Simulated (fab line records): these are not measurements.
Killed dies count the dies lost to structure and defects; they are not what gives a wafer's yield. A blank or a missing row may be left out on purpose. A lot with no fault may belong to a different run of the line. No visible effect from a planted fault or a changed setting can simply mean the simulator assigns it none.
Split-lot experiment	flow n5 finfet	21 wafers read across 7 lots, on a route 1938 steps long

## THE SPLIT ITSELF
At N5_MOL_CONTACT_COAG_VIA_ETCH_46 (etches SiO2 in C4F6/O2, target depth 46 nm, overetch 9.2 nm, time 40 s), the setting bias w was moved away from the recipe's 455 W on 6 of the 21 wafers read, by -6.0% to +16.5%. All remaining wafers had this setting at the recipe value.

The split's own step is where the reading is taken.

## THE READING
rf vpp V, in V, at N5_MOL_CONTACT_COAG_VIA_ETCH_46 (etches SiO2 in C4F6/O2, target depth 46 nm, overetch 9.2 nm, time 40 s). Typical for fault-free wafers on this fab line: 1592 V, with standard deviation 31 V.

wafer	tool, chamber at the split	bias w as run, W	against the recipe	rf vpp V, V	against lot-mates on the recipe
L079.1	rie diel-02, 1	455	recipe	1567	-
L079.4	rie diel-02, 2	455	recipe	1625	-
L079.5	rie diel-02, 3	455	recipe	1585	-
L081.2	rie diel-02, 2	455	recipe	1624	-
L081.3	rie diel-02, 1	455	recipe	1566	-
L081.6	rie diel-02, 0	455	recipe	1607	-
L083.1	rie diel-02, 0	489.9	+7.7%	1696	+100
L083.3	rie diel-02, 3	455	recipe	1587	-
L083.5	rie diel-02, 0	455	recipe	1605	-
L086.3	rie diel-05, 3	455	recipe	1557	-
L086.5	rie diel-05, 3	427.9	-6.0%	1488	-69
L086.6	rie diel-05, 0	427.9	-6.0%	1496	-61
L090.1	rie diel-03, 1	455	recipe	1550	-
L090.5	rie diel-03, 2	522.4	+14.8%	1793	+184
L090.6	rie diel-03, 0	455	recipe	1667	-
L091.1	rie diel-02, 3	530.3	+16.5%	1777	+191
L091.2	rie diel-02, 2	530.3	+16.5%	1818	+232
L091.5	rie diel-02, 3	455	recipe	1586	-
L092.4	rie diel-05, 1	455	recipe	1569	-
L092.5	rie diel-05, 2	455	recipe	1573	-
L092.6	rie diel-05, 3	455	recipe	1558	-

FIT RESULTS
A straight line over all 21 wafers: rf vpp V changes by +13.4 V for each +1% of bias w; r = +0.95; the points scatter about the line by 29 V.
The same after taking each lot's own level away (the mean of its wafers on the recipe; 21 wafers): +12.5 V for each +1%; r = +0.96; scatter 25 V.
According to that fit, moving bias w by its largest amount changes the reading by 2.1e+02 V.
From 1557.0 to 1608.5 V: that is the span of the lots' own levels, equal to 1.7 times the standard deviation above.
Consequently the slope shifts little with the lot-to-lot level, the two slopes agreeing.
Check: for one of the wafers moved furthest among these (+16.5%), held out of the fit, the line's prediction against its lot-mates is +216 V. It came out at +191 V against them.
Tool readings at the split's step, against how far the setting was moved: rf vpp V r = +0.95.

## THE FILE'S OWN FIT
rf vpp V changes by +12.6 V for each +1% of bias w, r = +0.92.
